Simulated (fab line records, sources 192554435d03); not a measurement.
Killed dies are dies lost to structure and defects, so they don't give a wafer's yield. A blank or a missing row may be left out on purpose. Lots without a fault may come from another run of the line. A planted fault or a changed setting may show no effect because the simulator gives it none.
Tool commonality check | flow n5_finfet | 11 lots, 27 wafers sampled

WHY IT WAS OPENED
At N5_BEOL_M9_OVL_MEAS_29 the reading V8_OVL is flagged on 1 of 11 lots. Wafers without a fault read -0.1 nm, standard deviation 0.79.
Rule: a lot is flagged when every wafer of it that has a number lies more than 4 standard deviations from that mean, or none has a number. The other lots count as sound.

lot  | measured     | on         | V8_OVL (nm), wafer by wafer | flag
L530 | day 14 02:02 | overlay-02 | 0.4 0.5 0.1                 |
L529 | day 14 09:01 | overlay-01 | -0.4 0.2 -0.7               |
L535 | day 15 03:03 | overlay-02 | 0.1 0.0 -0.4                |
L534 | day 15 12:31 | overlay-01 | -0.7 -0.5                   |
L537 | day 15 13:46 | overlay-01 | 0.9 -0.2 0.5                |
L539 | day 15 22:05 | overlay-02 | -0.8 -0.9                   |
L545 | day 17 03:36 | overlay-02 | -1.0 -1.3                   |
L542 | day 17 12:59 | overlay-02 | -0.1 0.2                    |
L544 | day 17 16:46 | overlay-02 | -0.6 0.1                    |
L549 | day 18 23:26 | overlay-02 | 5.7 5.1                     | FLAGGED
L550 | day 19 01:43 | overlay-02 | 0.5 0.0 -0.1                |
The numbers of the flagged lots are 5.4 nm on average: +5.5 nm against the usual, or +7 standard deviations.

WHICH TOOL RAN EACH LOT
The record holds 2 process steps before the reading, out of a route of 1938 steps. In each cell: the tool, then ch and the chambers that the sampled wafers went through, then the start.
lot  | flag    | N5_BEOL_M9_HM_OPEN_17             | N5_BEOL_M9_EXPOSE_25
L530 |         | rie_metal-01 ch 0,1, day 14 01:03 | euv_scanner-02 ch 0, day 14 01:52
L529 |         | rie_metal-01 ch 0,1, day 14 07:28 | euv_scanner-02 ch 0, day 14 08:52
L535 |         | rie_metal-01 ch 0,1, day 15 02:16 | euv_scanner-01 ch 0, day 15 02:53
L534 |         | rie_metal-01 ch 0,1, day 15 11:45 | euv_scanner-02 ch 0, day 15 12:22
L537 |         | rie_metal-03 ch 0,1, day 15 12:10 | euv_scanner-01 ch 0, day 15 13:36
L539 |         | rie_metal-02 ch 0, day 15 19:00   | euv_scanner-01 ch 0, day 15 21:55
L545 |         | rie_metal-01 ch 0,1, day 17 02:49 | euv_scanner-01 ch 0, day 17 03:27
L542 |         | rie_metal-02 ch 0,1, day 17 12:26 | euv_scanner-01 ch 0, day 17 12:50
L544 |         | rie_metal-03 ch 1, day 17 15:55   | euv_scanner-01 ch 0, day 17 16:37
L549 | FLAGGED | rie_metal-01 ch 0, day 18 22:50   | euv_scanner-01 ch 0, day 18 23:16
L550 |         | rie_metal-03 ch 0,1, day 19 01:05 | euv_scanner-02 ch 0, day 19 01:33
What these steps do:
- N5_BEOL_M9_HM_OPEN_17: chemistry Cl2/BCl3, target TiN, target depth 20 nm, overetch 6 nm.
- N5_BEOL_M9_EXPOSE_25: exposes mask V8.
- N5_BEOL_M9_OVL_MEAS_29

FLAGGED OVER TOTAL, TOOL BY TOOL (the gauges that took the reading come last)
step                   | tool           | lots run | flagged | share of the flagged lots | sound lots run after its first flagged lot
N5_BEOL_M9_HM_OPEN_17  | rie_metal-01   | 6        | 1       | all                       | 0
N5_BEOL_M9_HM_OPEN_17  | rie_metal-02   | 2        | 0       | none                      | -
N5_BEOL_M9_HM_OPEN_17  | rie_metal-03   | 3        | 0       | none                      | -
N5_BEOL_M9_EXPOSE_25   | euv_scanner-01 | 7        | 1       | all                       | 0
N5_BEOL_M9_EXPOSE_25   | euv_scanner-02 | 4        | 0       | none                      | -
N5_BEOL_M9_OVL_MEAS_29 | overlay-01     | 3        | 0       | none                      | -
N5_BEOL_M9_OVL_MEAS_29 | overlay-02     | 8        | 1       | all                       | 1 (L550)

WHAT THE TABLE ALLOWS
3 rows of the table ran every flagged lot: rie_metal-01 at N5_BEOL_M9_HM_OPEN_17, euv_scanner-01 at N5_BEOL_M9_EXPOSE_25, overlay-02 at N5_BEOL_M9_OVL_MEAS_29.
- rie_metal-01 at N5_BEOL_M9_HM_OPEN_17: 1 of its 6 lots flagged. Its last sound lot is L545 (day 17 02:49), its first flagged lot L549 (day 18 22:50): a fault that began between those two fits.
- euv_scanner-01 at N5_BEOL_M9_EXPOSE_25: 1 of its 7 lots flagged. Its last sound lot is L544 (day 17 16:37), its first flagged lot L549 (day 18 23:16): a fault that began between those two fits.
- overlay-02 at N5_BEOL_M9_OVL_MEAS_29: 1 of its 8 lots flagged. Sound lots ran on it after the first flagged one (L550), which a lasting fault on the whole tool wouldn't allow.
Counting lots can't tell these 2 tools apart, because each fits a fault that began at some hour. More lots, or a look at what each step does to the wafer, might.

WHAT THE SIMULATOR HAD PUT IN
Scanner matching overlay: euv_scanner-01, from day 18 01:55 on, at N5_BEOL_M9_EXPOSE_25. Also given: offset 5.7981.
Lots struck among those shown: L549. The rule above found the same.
